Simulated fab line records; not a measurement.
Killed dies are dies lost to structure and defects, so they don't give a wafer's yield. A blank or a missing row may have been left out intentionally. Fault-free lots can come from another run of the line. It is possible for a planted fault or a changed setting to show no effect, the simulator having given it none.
A lot that was struck, set against a sound lot	flow n5 finfet	40 out of 1938 route steps
Sound: these wafers, L950.3, L950.5, L950.6. Struck: wafers L959.3, L959.6 (left out: L959.4, a lot-mate that was not struck); the cause follows at the end.
Order at every step that has rows: each side's tool, ch and its chambers, its first start. Under that, the readings that differ: sound wafers	struck wafers	difference of the means	sigmas: that difference in standard deviations of wafers without a fault.
alike: words and numbers the same on both sides, and readings whose means are apart by under 2 such deviations; not compared: readings that were withheld, readings missing a value for some wafer, numbers with overlapping values and no deviation given by the record, and bounds like >300 which may hide the same value.
A row with sigmas, a row that says differs or no value, or rows on one side alone: a step with any of these is where the two part. When numbers do not overlap yet have no deviation, they are printed without sigmas and do not part them. A reading missing from all wafers of one side parts the sides only when that side holds two or more wafers.

first, 3 steps without rows for these wafers: N5_BEOL_M12_STRIP_69 (strips in N2/H2); N5_BEOL_M12_TRENCH_ETCH_34 (etches SiOC in C4F8/O2/Ar, target depth 318.95 nm, time 125.5 s); N5_BEOL_M12_STRIP_70 (strips in C4F8/O2/Ar).
N5_BEOL_M12_OCD_MEAS_35:
  sound on ocd-02, day 10 18:26; struck on ocd-01, day 13 13:01
  alike: trench depth nm
then, 1 step without rows for these wafers: N5_BEOL_M12_STRIP_37 (strips in N2/H2).
N5_BEOL_M12_ETCH_38: etches SiCN in CF4/N2, target depth 68.7 nm, time 73.4 s.
  sound on rie diel-03 ch 1,3, day 10 19:25; struck on rie diel-03 ch 1,2, day 13 17:31
  alike: drypump motor current A, oes product au, rf vpp V, showerhead plenum p Torr, throttle valve pct
  not compared: rf hours counter h
then, 2 steps without rows for these wafers: N5_BEOL_M12_PRECLEAN_39 (cleans in residue remover, time 60 s); N5_BEOL_M12_SRD_40 (time 30 s, dry time 30 s).
N5_BEOL_M12_DEGAS_41: time 60 s.
  sound on pvd sputter-01, day 10 21:50; struck on pvd sputter-03, day 13 17:56
  alike: heater power w, susceptor temp C
then, 1 step without rows for these wafers: N5_BEOL_M12_PRE_CLEAN_42 (time 30 s).
N5_BEOL_M12_SPUTTER_43: material TaN, target thk 15 nm, time 24.19 s.
  sound on pvd sputter-01, day 10 21:55; struck on pvd sputter-03, day 13 18:01
reading	sound	struck	difference	sigmas
susceptor temp C (C)	50.14 50.09 50.05	49.80 49.85	-0.27	-2
  alike: throttle valve pct
then, 1 step without rows for these wafers: N5_BEOL_M12_SPUTTER_44 (material Ta, target thk 10 nm, time 16.13 s).
N5_BEOL_M12_SPUTTER_45: material Cu, target thk 80 nm, time 13.33 s.
  sound on pvd sputter-01, day 10 22:04; struck on pvd sputter-03, day 13 18:11
  alike: susceptor temp C, throttle valve pct
then, 5 steps without rows for these wafers: N5_BEOL_M12_ECD_47 (material Cu, target thk 720 nm); N5_BEOL_M12_ANNEAL_48 (time 90 s); N5_BEOL_M12_CMP_49 (polishes, stops on SiOC, t overpolish 20.6 s, target thk 320 nm); N5_BEOL_M12_PRE_CLEAN_52 (time 15 s); N5_BEOL_M12_DEP_53 (deposits SiCN from 3MS/NH3, target thk 30 nm, time 10.5 s).
N5_BEOL_M12_RS_MEAS_54: the measuring method here is four-point-probe.
  sound on film metro-01, day 10 23:16; struck on film metro-01, day 13 19:10
  alike: M12_RS
N5_BEOL_M13_ILD_DEP_00: deposits SiOC from DEMS/O2, target thk 837.92 nm, time 166.4 s.
  sound on pecvd-01 ch 0,1, day 10 23:19; struck on pecvd-01 ch 2, day 13 19:13
  alike: heater power w, showerhead plenum p Torr, showerhead vpp V, susceptor temp C, throttle valve pct
N5_BEOL_M13_THK_MEAS_01:
  sound on film metro-01, day 10 23:29; struck on film metro-02, day 13 19:23
  alike: M13_ILD_THK
then, 8 steps without rows for these wafers: N5_BEOL_M13_COAT_58 (time 60 s, resist thk 89 nm); N5_BEOL_M13_COAT_04 (resist thk 400 nm); N5_BEOL_M13_EBR_06; N5_BEOL_M13_SOFTBAKE_05 (time 60 s); N5_BEOL_M13_EXPOSE_07 (exposes mask V12); N5_BEOL_M13_PEB_08 (peb time 90 s); N5_BEOL_M13_DEVELOP_09 (develop time 45 s); N5_BEOL_M13_HARDBAKE_14 (time 120 s).
N5_BEOL_M13_CD_MEAS_10: target cd 190 nm.
  sound on cd sem-02 ch 0, day 10 23:47; struck on cd sem-01 ch 0, day 13 19:49
  alike: cd nm
N5_BEOL_M13_OVL_MEAS_11:
  sound on overlay-01 ch 0, day 10 23:49; struck on overlay-02 ch 0, day 13 19:50
reading	sound	struck	difference	sigmas
V12_OVL (nm)	-1 -2 -6	7 11	+12	+2
then, 1 step without rows for these wafers: N5_BEOL_M13_DESCUM_15 (chemistry O2, time 7.9 s).
N5_BEOL_M13_ETCH_59: etches BARC in N2/H2, target depth 89 nm, overetch 26.7 nm, time 67.9 s.
  sound on rie diel-04 ch 0,1,3, day 11 00:10; struck on rie diel-01 ch 1,2, day 13 19:56
  alike: drypump motor current A, oes product au, rf vpp V, showerhead plenum p Torr, throttle valve pct
  not compared: rf hours counter h
then, 5 steps without rows for these wafers: N5_BEOL_M13_VIA_ETCH_16 (etches SiOC in C4F8/O2/Ar, target depth 921.7 nm); N5_BEOL_M13_STRIP_63 (strips in N2/H2); N5_BEOL_M13_STRIP_64 (strips in N2/H2); N5_BEOL_M13_STRIP_71 (strips in post etch residue remover, time 60 s); N5_BEOL_M13_SRD_72 (time 30 s, dry time 30 s).
N5_BEOL_M13_CD_MEAS_17: target cd 190 nm.
  sound on cd sem-03, day 11 00:41; struck on cd sem-01, day 13 20:26
  alike: cd nm
N5_PASSIVATION_PROBE_49:
  sound on prober-01, day 12 09:51; struck on prober-01, day 15 01:49
reading	sound	struck	difference	sigmas
defect limited yield (%)	90.1 89.2 90.0	83.1 83.1	-6.7	-5
killed_at_M4_up	15 9 5	124 121	+113	+19
killed dies	117 128 118	200 199	+78	+5
killed on rim	17 13 21	31 34	+16	+4
sort_bin_5_function (%)	6.4 6.9 5.2	9.8 10.3	+3.9	+4
sort n pass	1063 1052 1062	980 981	-78	-5
sort yield pct (%)	90.1 89.2 90.0	83.1 83.1	-6.7	-5
  alike: killed_at_M0_to_M3, killed at contacts, killed at front end, killed at other, killed open, killed short, sort_bin_6_memory

## WHERE THEY PART
Last at N5_PASSIVATION_PROBE_49 as far as this record goes, first at N5_BEOL_M12_SPUTTER_43.

WHY: what the simulator had put in
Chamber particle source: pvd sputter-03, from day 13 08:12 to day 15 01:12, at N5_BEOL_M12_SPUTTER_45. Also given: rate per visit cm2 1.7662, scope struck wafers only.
